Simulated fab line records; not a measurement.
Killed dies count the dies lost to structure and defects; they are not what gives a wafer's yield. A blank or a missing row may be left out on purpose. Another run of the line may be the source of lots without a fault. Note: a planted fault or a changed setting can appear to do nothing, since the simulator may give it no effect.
fab line records -- flow n5-finfet
record: lots: 4, wafers: 12, last-day: 17
route steps=1938 shown BEOL_M1@831 BEOL_M2@841 BEOL_M4@1111 PASSIVATION@1936
lots untouched by any fault: they come from a run of this same line in which no faults occurred
start-h: start of the lot's first displayed wafer, in hours after the record's first day -- wait-h: hours elapsed since this lot's preceding step -- " repeats the value in the row above -- L1.1+2: a row that stands for several wafers -- - value missing, or start not given -- * or withheld: withheld -- < > ~ a bound
route shown NAME@n: NAME is a module with steps in the file, n the number in the route of the first one -- usual: average and standard deviation across the fault-free wafers -- same: alike in all rows -- chamber/n: place in a boat -- sites: readings site by site -- _std_site: standard deviation across them -- _edge_site: mean of outer sites minus mean of inner sites -- radius-mm: how far each site lies from the wafer's centre -- mask NAME#n: copy n -- behind: tool/chamber where the wafer was last shaped -- hold: what put the lot on hold/how long, in hours/how the hold closed -- device: the transistor (n, p or np) that didn't switch -- end of line: tests run on the same wafers once the route is complete -- a step without rows: its recipe alone -- killed: count of dies lost to structure and defects at first sort (not the wafer's yield) -- map: per-die view of a wafer (x killed, . not killed, _ where there is no die)
set.NAME: the setting as run; set.NAME@STEP: as run at that earlier step -- model.NAME: the simulator's own value behind a step, which no gauge read
a table for each step, a row for each wafer; lots at some steps of the route
services: the hour from which a tool's chamber was out of use, counted from the record's first day as start-h (under 0 if before that day), plus the number of hours and why
== steps ==
step: N5_BEOL_M1_ECD_50
recipe: material: Cu, target-thk-a: 3000
step: N5_BEOL_M1_ANNEAL_51
recipe: temp-c: 225, time-s: 90, ambient: N2
step: N5_BEOL_M1_CMP_52
recipe: stop-on: SiOC, t-overpolish-s: 6.8, down-force-psi: 1, platen-rpm: 50, clearing-platen-down-force-psi: 1.5, clearing-platen-rpm: 50, post-cmp-clean: cu-alkaline, target-thk-nm: 40, clearing-platen-pad-velocity-m-s: 0.99484, pad-velocity-m-s: 0.99484
step: N5_BEOL_M1_PRE_CLEAN_60
recipe: gas: NH3/H2, time-s: 15, temp-c: *, rf-power-w: 300
step: N5_BEOL_M1_CO_CAP_55
recipe: material: Co, target-thk-a: 20, temp-c: 200, precursor: CCTBA/H2, pressure-torr: 30, time-s: 102.1
step: N5_BEOL_M1_PRE_CLEAN_56
recipe: gas: NH3, time-s: 15, temp-c: withheld, rf-power-w: 300
step: N5_BEOL_M1_DEP_57
recipe: material: SiCN, target-thk-a: 80, temp-c: withheld, precursor: 3MS/NH3, pressure-torr: 3, rf-w: 202, time-s: 14
step: N5_BEOL_M2_ILD_DEP_00
recipe: material: SiOC, target-thk-a: 790, temp-c: 350, precursor: DEMS/O2, pressure-torr: 5, rf-w: 500, time-s: 15.3
step: N5_BEOL_M2_PECVD_72
recipe: material: SiO2, target-thk-a: 160, temp-c: 400, precursor: TEOS/O2, pressure-torr: 5.5, rf-w: 450, teos-flow-sccm: 53.8, gas: O2, flow-sccm: 3000, time-s: 18
usual: chamber-pressure-Torr: 5.501/0.012, heater-power-outer-w: 416/61, heater-power-w: 697/80, showerhead-plenum-p-Torr: 8.74/0.083, throttle-valve-pct: 22.6/1.1
lot.wafer,tool,chamber,start-h,wait-h,chamber-pressure-Torr,heater-power-outer-w,heater-power-w,showerhead-plenum-p-Torr,throttle-valve-pct
L127.2,pecvd-04,2,181.27,0.0,-,-,-,-,-
L127.3,pecvd-04,1,181.27,0.0,-,-,-,-,-
L127.6,pecvd-04,2,181.27,0.0,-,-,-,-,-
L129.2,pecvd-01,0,184.04,0.0,-,-,-,-,-
L129.3,pecvd-01,1,184.04,0.0,-,-,-,-,-
L129.6,pecvd-01,0,184.04,0.0,-,-,-,-,-
L138.1,pecvd-04,0,243.02,0.0,5.506,464,669,8.68,25.3
L138.3,pecvd-04,2,243.02,0.0,5.504,317,615,8.73,21.9
L138.6,pecvd-04,0,243.02,0.0,5.502,472,675,8.70,25.0
L143.4,pecvd-01,0,281.48,0.1,5.502,418,642,8.73,22.0
L143.5,pecvd-01,2,281.48,0.1,5.490,549,886,8.72,21.0
L143.6,pecvd-01,1,281.48,0.1,5.505,436,721,8.70,22.7
step: N5_BEOL_M2_HM_DEP_02
recipe: material: TiN, target-thk-a: 200, temp-c: 25, chamber-pressure-pa: 0.49996
step: N5_BEOL_M2_COAT_61
recipe: resist: SOC, temp-c: 250, time-s: 60, spin-rpm: 1500, resist-thk-nm: 60
step: N5_BEOL_M2_COAT_62
recipe: resist: SiARC, temp-c: 220, time-s: 60, spin-rpm: 1500, resist-thk-nm: 12
step: N5_BEOL_M2_COAT_73
recipe: resist: underlayer, temp-c: 205, time-s: 60, spin-rpm: 1500, resist-thk-nm: 5
step: N5_BEOL_M2_COAT_05
recipe: resist: CAR-EUV, spin-rpm: 1500, resist-thk-nm: 30
step: N5_BEOL_M2_EBR_07
recipe: solvent: PGMEA, ebr-width-mm: 1.5
step: N5_BEOL_M2_SOFTBAKE_06
recipe: temp-c: 110, time-s: 60, resist: CAR-EUV
step: N5_BEOL_M2_EXPOSE_08
recipe: mask-id: M2, na: 0.33, source-shape: dipole, sigma-inner: 0.369, sigma-outer: 0.767, polarization: unpolarized, dose-mj: 41.25
step: N5_BEOL_M2_PEB_09
recipe: peb-temp-c: 100, peb-time-s: 60, resist: CAR-EUV
step: N5_BEOL_M2_DEVELOP_10
recipe: develop-time-s: 30, developer: TMAH, resist: CAR-EUV, rinse-liquid: surfactant-rinse, dry: air-spin, dev-temp-c: 23
step: N5_BEOL_M2_DESCUM_16
recipe: chemistry: O2, time-s: 7, source-power-w: 50, bias-power-w: 20, pressure-mtorr: 20, rf-frequency-hz: 2.712e+07, temp-c: 40, resist: CAR-EUV, o2-flow-sccm: 225
step: N5_BEOL_M2_ETCH_74
recipe: chemistry: N2/H2, target: underlayer, target-depth-a: 65, mask-material: CAR-EUV, time-s: 5.2, ion-energy-ev: 200, pressure-mtorr: 30, source-w: 840, bias-w: 150, n2-flow-sccm: 200, h2-flow-sccm: 200, ends: cleared
step: N5_BEOL_M2_ETCH_63
recipe: chemistry: CF4, target: SiARC, target-depth-a: 156, mask-material: CAR-EUV, time-s: 26, ion-energy-ev: 80, pressure-mtorr: 40, source-w: 545, bias-w: 36, Ar_flow_sccm: 100, cf4-flow-sccm: 100, ends: cleared
step: N5_BEOL_M2_ETCH_64
recipe: chemistry: N2/H2, target: SOC, target-depth-a: 750, overetch-a: 225, mask-material: SiARC, temp-c: 40, time-s: 121.9, ion-energy-ev: 200, pressure-mtorr: 30, source-w: 840, bias-w: 150, n2-flow-sccm: 200, h2-flow-sccm: 200
step: N5_BEOL_M2_STRIP_65
recipe: chemistry: N2/H2, temp-c: 40, n2-flow-sccm: 200, h2-flow-sccm: 200, rf-frequency-hz: 6e+07
step: N5_BEOL_M2_STRIP_75
recipe: chemistry: N2/H2, temp-c: 40, n2-flow-sccm: 200, h2-flow-sccm: 200, rf-frequency-hz: 6e+07
step: N5_BEOL_M2_STRIP_66
recipe: chemistry: CF4, resist: SiARC, power-w: 300, bias-power-w: 75, pressure-mtorr: 50, cf4-flow-sccm: 150, rf-frequency-hz: 6e+07
step: N5_BEOL_M2_HM_OPEN_17
recipe: chemistry: Cl2/BCl3, target-depth-a: 200, overetch-a: 60, target: TiN, mask-material: SOC, ion-energy-ev: 150, pressure-mtorr: 10, icp-w: 1000, bias-w: 126, Cl2_flow_sccm: 53.25, bcl3-flow-sccm: 21.75, Ar_flow_sccm: 25
step: N5_BEOL_M2_STRIP_19
recipe: chemistry: O2, power-w: 400, temp-c: 40, pressure-mtorr: 30, rf-frequency-hz: 6e+07, bias-power-w: 0, overash-fraction: 0.2, o2-flow-sccm: 225
step: N5_BEOL_M2_COAT_67
recipe: resist: SOC, temp-c: 250, time-s: 60, spin-rpm: 1500, resist-thk-nm: 60
step: N5_BEOL_M2_COAT_68
recipe: resist: SiARC, temp-c: 220, time-s: 60, spin-rpm: 1500, resist-thk-nm: 12
step: N5_BEOL_M2_COAT_76
recipe: resist: underlayer, temp-c: 205, time-s: 60, spin-rpm: 1500, resist-thk-nm: 5
step: N5_BEOL_M2_COAT_22
recipe: resist: CAR-EUV, spin-rpm: 1500, resist-thk-nm: 30
step: N5_BEOL_M2_EBR_24
recipe: solvent: PGMEA, ebr-width-mm: 1.5
step: N5_BEOL_M2_SOFTBAKE_23
recipe: temp-c: 110, time-s: 60, resist: CAR-EUV
step: N5_BEOL_M4_RC_MEAS_101
usual: CJ_P: 5.7/0.32, DIBL_N: 36.2/2, DIBL_P: 36.1/2.4, EOT_P: 10.50/0.1, IGATE_P: 0.0036/0.00059, IOFF_N: 0.16/0.035, IOFF_P: 0.22/0.041, IOFF_P_85C: 3.7/0.58, IOFF_P_LIN: 0.102/0.015, IOFF_P_LONG: 0.000108/1.2e-05, ION_N: 675/14, ION_P: 465/8.6, RC_DENSE_P: 23.9/0.67, RC_P: 19.5/0.55, REXT_P: 100.3/2.9, RS_SD_P: 65.8/0.91, SS_N: 71.5/0.64, SS_P: 73.2/0.76, VT_N: 250/3.9, VT_P: -249/3.4, VT_P_LONG: -274.3/3, VT_P_LVT: -99/3.4
lot.wafer,tool,chamber,start-h,wait-h,CJ_P,DIBL_N[mV/V],DIBL_P[mV/V],EOT_P,IGATE_P[nA/um],IOFF_N[nA/um],IOFF_P[nA/um],IOFF_P_85C[nA/um],IOFF_P_LIN[nA/um],IOFF_P_LONG[nA/um],ION_N[uA/um],ION_P[uA/um],RC_DENSE_P[ohm.um],RC_P[ohm.um],REXT_P[ohm.um],RS_SD_P[ohm/sq],SS_N[mV/dec],SS_P[mV/dec],VT_N[mV],VT_P[mV],VT_P_LONG[mV],VT_P_LVT[mV]
L129.2,prober-02,0,225.34,0.2,6.0,33.3,33.7,10.66,0.0028,0.12,0.18,3.3,0.092,0.000109,647,453,24.9,20.4,104.8,65.6,70.1,72.8,253,-247,-275.7,-99
L129.3,prober-02,0,225.34,0.2,5.8,34.5,34.4,10.57,0.0028,0.13,0.19,3.3,0.091,0.000103,653,455,23.7,19.4,104.3,66.3,70.6,73.2,250,-251,-275.0,-100
L129.6,prober-02,0,225.34,0.2,5.8,35.4,34.5,10.39,0.0036,0.15,0.19,3.3,0.092,0.000106,671,462,24.7,20.1,105.3,65.8,71.1,73.5,251,-252,-274.7,-100
L127.2,prober-01,0,225.86,0.2,-,36.4,-,-,-,0.16,-,-,-,-,674,-,-,-,-,-,71.6,-,246,-,-,-
L127.3,prober-01,0,225.86,0.2,-,36.0,-,-,-,0.15,-,-,-,-,670,-,-,-,-,-,71.7,-,249,-,-,-
L127.6,prober-01,0,225.86,0.2,-,37.1,-,-,-,0.17,-,-,-,-,676,-,-,-,-,-,71.8,-,249,-,-,-
L138.1,prober-01,0,272.10,0.0,5.0,37.8,38.8,10.42,0.0044,0.19,0.21,3.6,0.098,8.7e-05,702,466,24.0,19.4,105.5,65.9,72.2,73.8,248,-250,-277.0,-101
L138.3,prober-01,0,272.10,0.0,5.7,34.4,37.1,10.46,0.0045,0.13,0.19,3.4,0.095,9.6e-05,667,464,22.4,18.4,100.4,65.3,71.2,73.7,253,-252,-278.4,-101
L138.6,prober-01,0,272.10,0.0,5.3,36.9,39.0,10.46,0.0036,0.17,0.21,3.7,0.101,8.9e-05,683,467,23.4,19.3,103.5,65.8,71.8,73.8,250,-253,-276.5,-100
L143.4,prober-01,0,315.28,0.5,5.7,33.0,33.1,10.55,0.0032,0.11,0.15,2.8,0.078,9.2e-05,665,453,24.1,19.7,102.8,67.1,70.3,72.6,258,-256,-279.8,-104
L143.5,prober-01,0,315.28,0.5,5.6,33.5,33.3,10.57,0.0031,0.12,0.15,2.8,0.078,9e-05,671,453,24.8,20.4,104.5,67.5,70.7,72.2,255,-256,-277.3,-103
L143.6,prober-01,0,315.28,0.5,5.6,34.9,34.8,10.46,0.0039,0.13,0.17,3.0,0.083,8.9e-05,675,459,24.6,20.2,104.3,67.1,71.2,73.0,254,-254,-279.8,-104
step: N5_PASSIVATION_PROBE_49
usual: defect-limited-yield: 91.1/1.4, killed_at_M0_to_M3: 36/9.9, killed_at_M4_up: 13/5.8, killed-at-contacts: 14/5.9, killed-at-front-end: 39/11, killed-at-other: 3.4/2.9, killed-dies: 105/17, killed-on-rim: 15/3.9, killed-open: 70/13, killed-short: 34/7.3, sort_bin_4_leakage: 0.00/0.0072, sort_bin_5_function: 5.3/1, sort_bin_6_memory: 3.3/0.62, sort-n-pass: 1075/17, sort-yield-pct: 91.1/1.4
same: gross-dies: 1180, killed-at-back-side: 0, sort_bin_8_speed[%]: 0
lot.wafer,tool,chamber,start-h,wait-h,defect-limited-yield[%],killed_at_M0_to_M3,killed_at_M4_up,killed-at-contacts,killed-at-front-end,killed-at-other,killed-dies,killed-on-rim,killed-open,killed-short,sort_bin_4_leakage[%],sort_bin_5_function[%],sort_bin_6_memory[%],sort-n-pass,sort-yield-pct[%]
L129.2,prober-01,-,323.84,0.1,62.4,367,8,26,39,4,444,28,79,41,0,32.1,4.3,736,62.4
L129.3,prober-01,-,323.89,0.1,65.6,353,17,8,24,4,406,117,54,31,0,31.0,3.1,774,65.6
L129.6,prober-01,-,324.04,0.3,64.0,353,9,20,42,1,425,24,66,30,0,31.7,3.4,755,64.0
L127.2,prober-02,-,327.89,0.1,62.6,393,6,10,30,2,441,49,58,34,62.63,34.2,3.0,0,0
L127.3,prober-02,-,327.94,0.1,63.3,380,9,9,33,2,433,22,63,35,63.31,32.5,3.8,0,0
L127.6,prober-02,-,328.09,0.3,62.4,387,13,5,38,1,444,55,65,32,62.37,34.4,3.2,0,0
L138.1,prober-01,-,390.65,0.0,92.5,38,9,3,37,2,89,9,53,34,0,4.6,2.6,1091,92.5
L138.3,prober-01,-,390.75,0.1,91.0,31,15,8,51,1,106,6,62,43,0,5.7,2.8,1074,91.0
L138.6,prober-01,-,390.90,0.3,90.2,32,13,11,59,1,116,15,75,41,0,5.6,3.6,1064,90.2
L143.4,prober-02,-,414.24,0.2,89.5,44,8,14,50,8,124,16,80,44,0,5.7,4.6,1056,89.5
L143.5,prober-02,-,414.29,0.2,90.9,28,8,21,47,3,107,14,68,39,0,5.0,4.1,1073,90.9
L143.6,prober-02,-,414.34,0.3,92.5,31,6,9,36,6,88,19,56,32,0,4.2,3.1,1092,92.5
killed by level:class
L129.2 BEOL_M2:area-pecvd=316 MOL_CONTACT_COAG:geometric-particle:open=18 BEOL_M1:geometric-particle:open=16 BEOL_M0_SAQP:geometric-particle:short=12 MOL_CONTACT_COAG:geometric-particle:short=8 BEOL_M0_SAQP:geometric-particle:open=8 HKMG_FIN:area-etch=8 FIN_SAQP:geometric-particle:short=7
L129.3 BEOL_M2:area-pecvd=321 BEOL_M2:geometric-particle:open=9 MOL_CONTACT_COAG:geometric-particle:open=8 BEOL_M5:geometric-particle:open=8 FIN_SAQP:geometric-particle:open=4 BEOL_M0_SAQP:geometric-particle:short=4 BEOL_M2:geometric-particle:short=4 BEOL_M3:geometric-particle:open=4
L129.6 BEOL_M2:area-pecvd=320 MOL_CONTACT_COAG:geometric-particle:open=17 BEOL_M0_SAQP:geometric-particle:open=13 FIN_SAQP:geometric-particle:short=8 HKMG_FIN:area-etch=8 BEOL_M2:geometric-particle:open=5 ILD0:geometric-particle:open=5 BEOL_M1:geometric-particle:open=5
L127.2 BEOL_M2:area-pecvd=349 BEOL_M0_SAQP:geometric-particle:open=13 BEOL_M0_SAQP:geometric-particle:short=12 BEOL_M3:geometric-particle:open=9 STI_FIN_REVEAL:geometric-particle:open=8 MOL_CONTACT_COAG:geometric-particle:open=7 FIN_SAQP:geometric-particle:short=4 ILD0:geometric-particle:open=4
L127.3 BEOL_M2:area-pecvd=335 BEOL_M2:geometric-particle:open=10 FIN_SAQP:geometric-particle:short=9 BEOL_M1:geometric-particle:open=9 BEOL_M0_SAQP:geometric-particle:short=8 MOL_CONTACT_COAG:geometric-particle:open=8 BEOL_M0_SAQP:geometric-particle:open=8 STI_FIN_REVEAL:geometric-particle:open=6
L127.6 BEOL_M2:area-pecvd=346 BEOL_M1:geometric-particle:open=11 STI_FIN_REVEAL:geometric-particle:open=10 BEOL_M0_SAQP:geometric-particle:short=9 BEOL_M0_SAQP:geometric-particle:open=9 STARTING-WAFER:geometric-particle:short=7 BEOL_M2:geometric-particle:open=5 BEOL_M4:geometric-particle:open=5
L138.1 BEOL_M0_SAQP:geometric-particle:open=13 FIN_SAQP:geometric-particle:short=9 DUMMY_GATE:geometric-particle:open=7 BEOL_M1:geometric-particle:open=7 BEOL_M0_SAQP:geometric-particle:short=6 FIN_SAQP:geometric-particle:open=5 STI_FIN_REVEAL:geometric-particle:open=5 BEOL_M2:geometric-particle:open=5
L138.3 FIN_SAQP:geometric-particle:short=14 STI_FIN_REVEAL:geometric-particle:open=10 MOL_CONTACT_COAG:geometric-particle:open=8 BEOL_M0_SAQP:geometric-particle:short=8 DUMMY_GATE:geometric-particle:open=6 BEOL_M1:geometric-particle:open=6 FIN_SAQP:geometric-particle:open=5 GATE_CUT:geometric-particle:short=5
L138.6 STI_FIN_REVEAL:geometric-particle:open=13 BEOL_M1:geometric-particle:open=10 FIN_SAQP:geometric-particle:short=8 MOL_CONTACT_COAG:geometric-particle:open=8 FIN_SAQP:geometric-particle:open=7 GATE_CUT:geometric-particle:open=7 BEOL_M0_SAQP:geometric-particle:open=7 GATE_CUT:geometric-particle:short=5
L143.4 MOL_CONTACT_COAG:geometric-particle:open=13 BEOL_M0_SAQP:geometric-particle:open=11 FIN_SAQP:geometric-particle:open=9 FIN_SAQP:geometric-particle:short=8 BEOL_M0:geometric-particle:open=8 BEOL_M0_SAQP:geometric-particle:short=7 BEOL_M2:geometric-particle:open=7 BEOL_M1:geometric-particle:open=6
L143.5 MOL_CONTACT_COAG:geometric-particle:open=14 FIN_SAQP:geometric-particle:open=9 FIN_SAQP:geometric-particle:short=7 BEOL_M0_SAQP:geometric-particle:short=7 MOL_CONTACT_COAG:geometric-particle:short=7 STI_FIN_REVEAL:geometric-particle:open=6 GATE_CUT:geometric-particle:open=5 GATE_CUT:geometric-particle:short=5
L143.6 STI_FIN_REVEAL:geometric-particle:open=12 BEOL_M0_SAQP:geometric-particle:short=9 BEOL_M0_SAQP:geometric-particle:open=9 MOL_CONTACT_COAG:geometric-particle:open=8 FIN_SAQP:geometric-particle:short=7 BEOL_M0:geometric-particle:open=5 PASS1_CAP:geometric-particle:open=4 FIN_SAQP:geometric-particle:open=3
map L127.6 (x killed, . not)
_________________...x.xx.xx.x________________
______________..x.x.xx.xxx.x...x_____________
___________......x.x..x...x....xxxx__________
__________.......x....xx.xxxx.x.xx.x_________
________.....x.....xx.x...xx.xxxxx.xxx_______
_______..........xx....xxxxx.xx..xxx.xx______
______.x..x..x.xxxxx.xxxxx.xxxx..x.x.x.x_____
_____.......xxx...x.....x...xx.xxxxxxxxx.____
____..x....xx.x.xxx..xxx...xxx..xxx.xxxxxx___
___.............x...xxx.....xxxxxxxx.xxxx.x__
___............x.x...xxxx..x....xxxx.xxxx.x__
__..............xx..xx..xxxxxx.x.xxxx.xxxxxx_
__.x.......x..x....x.....x.xxxxxx.xxxxxx..xx_
_.x.........x..xx..x...xx.xxxx.....xxxxxxxx.x
_..................x.x...x..xxxxxxxx.xxx.xxxx
_.x............x.....x..xx.xx..xx.xxx.xxxxxxx
_.x..x.....x.x...x.....xxx...xx..xxx.xxx.xxxx
_.............x...xx...x.xx.xx.x.xxxx.xxxxxxx
_.................x..xx..x.xxxxx.xxxxxx.xxxx.
_.....xx..........xx...x.x.xxx.xxxxxxx..x.x.x
_...................x.xx..xxx.x...x...xx....x
__.......................xx.xxxxx...x.x.x.x._
__..x......xx...........x.x..x.x...x.xxxxx.._
___..........x.....xx..x.x.x........xx.xxxx__
___....x.........x......xx.x.x..x...x..x..x__
____..........xx......x.xx.x..x.xx....xxxx___
_____........x.........x....xx....xx.xx.x____
______...............x.......xx...x..xx._____
_______x.......................x..xx...______
________..x....x.........xx.....x.xx.._______
__________........xx.......x.......x_________
___________...x.x.......x....xxxxxx__________
______________..x..x.....x...x.._____________
_________________x........x..________________
map L129.2 (x killed, . not)
_________________.x..........________________
______________........x.x......._____________
___________...........xx.......x...__________
__________..xx.x........x.........x._________
________.......xx.xx..x.x...xx..x.x..x_______
_______...........x..xxxx.x.xxx.x..x.x.______
______..........xxx..xx.....x........x.x_____
_____....x..x.....xxxxx.x.x.x......x...x.____
____.............xx.xx.xxxx....x.x..xx...x___
___.......x.x.....xxx..xx.xx.x.xx..x...xx..__
___........x...x.xxxxx.xxxxxxx.xx..x.....xx__
__x..x.....xx...xxx...xxxxxxxx..xxx.xx.....x_
__...xx....xxxxxxx.x.xxxxxxx.xxxx.....xx...._
_x.......x.xxx..x..xxxxxxxxx..xxx.x....x...x.
_..........x.xxxxxxxxxxxxxxxx.xx.xx....xx...x
_....x.xxx.x.x.xxx.xx.xxx.xxxxxxxx...xx......
_x..........xxxxxxxx.xxxxxx....xx...xxxxx.x..
_.....xx.x...x.x.xx.x..xxx.xx.x.xx.xx..xx....
_x......xx..x..xxxxxxxxxx.xxxx.x.xxxxx....xx.
_....xx...x.x..xxxxxxxxxx..x.x.xx.x.......x..
_........x...x.x.xxxxxxxxxxxxxxxxx..x....x...
__x....x.xx.....xxx.xx.xxxx.xxx.xx..xxx....._
__...x.....x..x....xxx.xx.xxxxx...x.x.x.x.xx_
___......x...x.x....xxx.x...x.x..........xx__
___..x..x....x......x.x.xx.xx..x.......x..x__
____.........xx...xx..x.x.xxxxx.x........x___
_____.........x.x..xxx....xx..x........x.____
______.........xxx.xx.....x....x........_____
_______.....x..x.x...x...x....x.....x..______
________...........x.xx....x..x...x..._______
__________...x.............x.x..x..._________
___________....x........x...x.xxx.x__________
______________......x..........x_____________
_________________..x.........________________
== services ==
tool,chamber,start-h,hours,kind
pecvd-01,2,202.38,-,clean
pecvd-01,2,202.38,-,consumable-replace:showerhead
pecvd-01,2,202.38,29.0,scheduled-down
pecvd-01,2,202.38,29.0,vent-cycle
pecvd-04,-,205.06,9.1,repair
pecvd-01,1,238.05,5.5,scheduled-down
== key ==
first-sign: step: N5_BEOL_M2_PECVD_72, reading: tool-record, direction: missing
effect: step: N5_BEOL_M4_RC_MEAS_101, reading: CJ_P, direction: missing
effect: step: N5_BEOL_M4_RC_MEAS_101, reading: DIBL_P, direction: missing
effect: step: N5_BEOL_M4_RC_MEAS_101, reading: EOT_P, direction: missing
effect: step: N5_BEOL_M4_RC_MEAS_101, reading: IGATE_P, direction: missing
effect: step: N5_BEOL_M4_RC_MEAS_101, reading: IOFF_P, direction: missing
effect: step: N5_BEOL_M4_RC_MEAS_101, reading: IOFF_P_85C, direction: missing
effect: step: N5_BEOL_M4_RC_MEAS_101, reading: IOFF_P_LIN, direction: missing
effect: step: N5_BEOL_M4_RC_MEAS_101, reading: IOFF_P_LONG, direction: missing
effect: step: N5_BEOL_M4_RC_MEAS_101, reading: ION_P, direction: missing
effect: step: N5_BEOL_M4_RC_MEAS_101, reading: RC_DENSE_P, direction: missing
effect: step: N5_BEOL_M4_RC_MEAS_101, reading: RC_P, direction: missing
effect: step: N5_BEOL_M4_RC_MEAS_101, reading: REXT_P, direction: missing
effect: step: N5_PASSIVATION_PROBE_49, reading: sort_bin_4_leakage, direction: up, sigmas: 99+, usual: 0.00, struck: 31.38, wafers-moved: 3
more-kills-born-at: N5_BEOL_M2_PECVD_72@pecvd-04: 1024, N5_BEOL_M2_PECVD_72@pecvd-01: 957
met-at N5_BEOL_M2_PECVD_72
struck-wafers L127.2,L127.3,L127.6,L129.2,L129.3,L129.6
earlier-fault: kind: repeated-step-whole, tool: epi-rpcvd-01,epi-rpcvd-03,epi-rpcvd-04, chamber: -, onset-h: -, steps: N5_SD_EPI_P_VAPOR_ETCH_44, times: 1, scope: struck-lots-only
fault: kind: skipped-step-whole, tool: pecvd-01,pecvd-04, chamber: -, onset-h: 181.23, steps: N5_BEOL_M2_PECVD_72, scope: struck-lots-only
